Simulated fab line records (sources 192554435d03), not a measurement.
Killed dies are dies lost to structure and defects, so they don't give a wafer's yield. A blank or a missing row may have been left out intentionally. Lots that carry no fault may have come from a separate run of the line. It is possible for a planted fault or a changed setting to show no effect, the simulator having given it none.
Chamber matching | flow n5_finfet | N5_BEOL_M0_SAQP_MANDREL_ETCH_103 on rie_si-04: 4 sister chambers
The step etches a-Si in HBr/Cl2, stops on SiCN, target depth 45 nm, bt time 10 s, time 27 s. 4 wafers are shown with their chamber, then 11 later ones without.

EACH WAFER AND ITS CHAMBER
wafer  | chamber | throttle_valve_pct (%)
L083.6 | 3       | 35.82
L085.4 | 0       | 35.26
L085.5 | 2       | 35.27
L089.1 | 1       | 35.46

WAFERS WITH NO CHAMBER GIVEN
wafer  | throttle_valve_pct (%)
L089.3 | 35.84
L089.6 | 35.28
L091.1 | 35.48
L091.3 | 35.26
L091.4 | 35.24
L092.1 | 35.29
L092.3 | 35.83
L092.6 | 35.47
L097.1 | 35.48
L097.2 | 35.28
L097.5 | 35.82

WHICH CHAMBER EACH ONE RAN IN
wafer  | from the rows above     | in truth
L089.3 | 3                       | 3
L089.6 | can't be placed: 2 or 0 | 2
L091.1 | 1                       | 1
L091.3 | can't be placed: 0 or 2 | 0
L091.4 | can't be placed: 0 or 2 | 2
L092.1 | can't be placed: 2 or 0 | 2
L092.3 | 3                       | 3
L092.6 | 1                       | 1
L097.1 | 1                       | 1
L097.2 | can't be placed: 2 or 0 | 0
L097.5 | 3                       | 3
Placed correctly: 6 of 11. Cannot be placed on the basis of these rows: 5; the candidates contain the true chamber in 5. Wrongly placed: 0.
How it was worked out, from the rows above alone: a wafer's distance from a chamber is the root of the sum, over the readings, of the square of ((its reading less the chamber's mean) divided by the reading's scatter). If the next closest chamber is less than 2 further off than the closest, the wafer can't be placed; otherwise it belongs to the closest. Each chamber's mean is taken over the wafers shown for it. The scatter: root of mean squared gap, hidden wafer to nearest shown wafer, with one shown wafer a chamber.
